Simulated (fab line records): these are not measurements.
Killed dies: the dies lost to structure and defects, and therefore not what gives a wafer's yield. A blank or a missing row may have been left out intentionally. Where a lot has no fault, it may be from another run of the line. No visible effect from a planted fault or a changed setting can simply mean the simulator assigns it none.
Chamber matching / flow nand harc / NHARC_A_BLC_CMP_25 on cmp-01: 4 sister chambers
The step polishes, t overpolish 30 s, target thk 150 nm. 18 wafers are shown with their chamber, then 9 later ones without.

== WAFERS PAIRED WITH THEIR CHAMBERS ==
wafer=L075.1; chamber=1; motor current A (A)=14.2; time to endpoint s (s)=29.9; overpolish run s (s)=29.995
wafer=L075.3; chamber=2; motor current A (A)=10.5; time to endpoint s (s)=32.1; overpolish run s (s)=29.993
wafer=L075.4; chamber=0; motor current A (A)=11.5; time to endpoint s (s)=30.2; overpolish run s (s)=29.990
wafer=L076.1; chamber=3; motor current A (A)=11.8; time to endpoint s (s)=31.1; overpolish run s (s)=30.008
wafer=L076.4; chamber=1; motor current A (A)=14.2; time to endpoint s (s)=28.5; overpolish run s (s)=30.001
wafer=L076.6; chamber=1; motor current A (A)=14.5; time to endpoint s (s)=26.8; overpolish run s (s)=30.010
wafer=L079.1; chamber=2; motor current A (A)=10.9; time to endpoint s (s)=32.4; overpolish run s (s)=30.001
wafer=L079.4; chamber=3; motor current A (A)=11.5; time to endpoint s (s)=31.9; overpolish run s (s)=29.985
wafer=L079.5; chamber=3; motor current A (A)=11.1; time to endpoint s (s)=30.3; overpolish run s (s)=30.015
wafer=L085.4; chamber=3; motor current A (A)=11.5; time to endpoint s (s)=34.9; overpolish run s (s)=29.981
wafer=L085.5; chamber=3; motor current A (A)=11.9; time to endpoint s (s)=33.1; overpolish run s (s)=30.016
wafer=L085.6; chamber=2; motor current A (A)=10.8; time to endpoint s (s)=30.4; overpolish run s (s)=29.998
wafer=L086.2; chamber=1; motor current A (A)=13.6; time to endpoint s (s)=27.8; overpolish run s (s)=30.009
wafer=L086.5; chamber=1; motor current A (A)=14.8; time to endpoint s (s)=30.6; overpolish run s (s)=30.000
wafer=L086.6; chamber=2; motor current A (A)=10.6; time to endpoint s (s)=32.3; overpolish run s (s)=29.984
wafer=L092.3; chamber=2; motor current A (A)=10.5; time to endpoint s (s)=29.9; overpolish run s (s)=29.992
wafer=L092.4; chamber=1; motor current A (A)=14.6; time to endpoint s (s)=30.2; overpolish run s (s)=30.002
wafer=L092.5; chamber=3; motor current A (A)=12.1; time to endpoint s (s)=37.2; overpolish run s (s)=29.983

SIGNATURES, as means of the wafers listed above
reading=motor current A; chamber 0=11.500; chamber 1=14.317; chamber 2=10.660; chamber 3=11.650; scatter within a chamber=0.344
reading=time to endpoint s; chamber 0=30.200; chamber 1=28.967; chamber 2=31.420; chamber 3=33.083; scatter within a chamber=1.89
reading=overpolish run s; chamber 0=29.99000; chamber 1=30.00283; chamber 2=29.99360; chamber 3=29.99800; scatter within a chamber=0.0111
Rule: distance of a wafer from a chamber = root of the sum over the readings of ((wafer's reading minus chamber's mean) / reading's scatter) squared. If the next closest chamber is less than 2 further off than the closest, the wafer can't be placed; otherwise it belongs to the closest. The scatter: the root of (the sum of the squares of (reading less its chamber's mean) over the shown wafers, divided by (wafers less chambers)).

== WAFERS WITHOUT THEIR CHAMBER ==
wafer=L093.2; motor current A (A)=10.3; time to endpoint s (s)=26.3; overpolish run s (s)=29.991
wafer=L093.3; motor current A (A)=11.3; time to endpoint s (s)=26.1; overpolish run s (s)=30.017
wafer=L093.4; motor current A (A)=12.0; time to endpoint s (s)=29.6; overpolish run s (s)=30.004
wafer=L094.4; motor current A (A)=14.6; time to endpoint s (s)=26.1; overpolish run s (s)=30.008
wafer=L094.5; motor current A (A)=11.0; time to endpoint s (s)=30.3; overpolish run s (s)=30.006
wafer=L094.6; motor current A (A)=11.6; time to endpoint s (s)=30.5; overpolish run s (s)=30.010
wafer=L097.1; motor current A (A)=11.7; time to endpoint s (s)=31.7; overpolish run s (s)=30.008
wafer=L097.3; motor current A (A)=11.0; time to endpoint s (s)=29.3; overpolish run s (s)=29.989
wafer=L097.5; motor current A (A)=14.3; time to endpoint s (s)=26.2; overpolish run s (s)=30.004

== WHICH CHAMBER EACH ONE RAN IN ==
wafer=L093.2; from the rows above=can't be placed: 2 or 0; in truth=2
wafer=L093.3; from the rows above=can't be placed: 0 or 2 or 3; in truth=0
wafer=L093.4; from the rows above=can't be placed: 0 or 3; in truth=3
wafer=L094.4; from the rows above=1; in truth=1
wafer=L094.5; from the rows above=can't be placed: 2 or 0 or 3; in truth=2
wafer=L094.6; from the rows above=can't be placed: 3 or 0 or 2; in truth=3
wafer=L097.1; from the rows above=can't be placed: 3 or 0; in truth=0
wafer=L097.3; from the rows above=can't be placed: 0 or 2 or 3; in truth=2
wafer=L097.5; from the rows above=1; in truth=1
Correct placement for 2 of the 9. Unplaceable from these rows: 7, with the true chamber sitting among the candidates in 7. Number placed wrongly: 0.
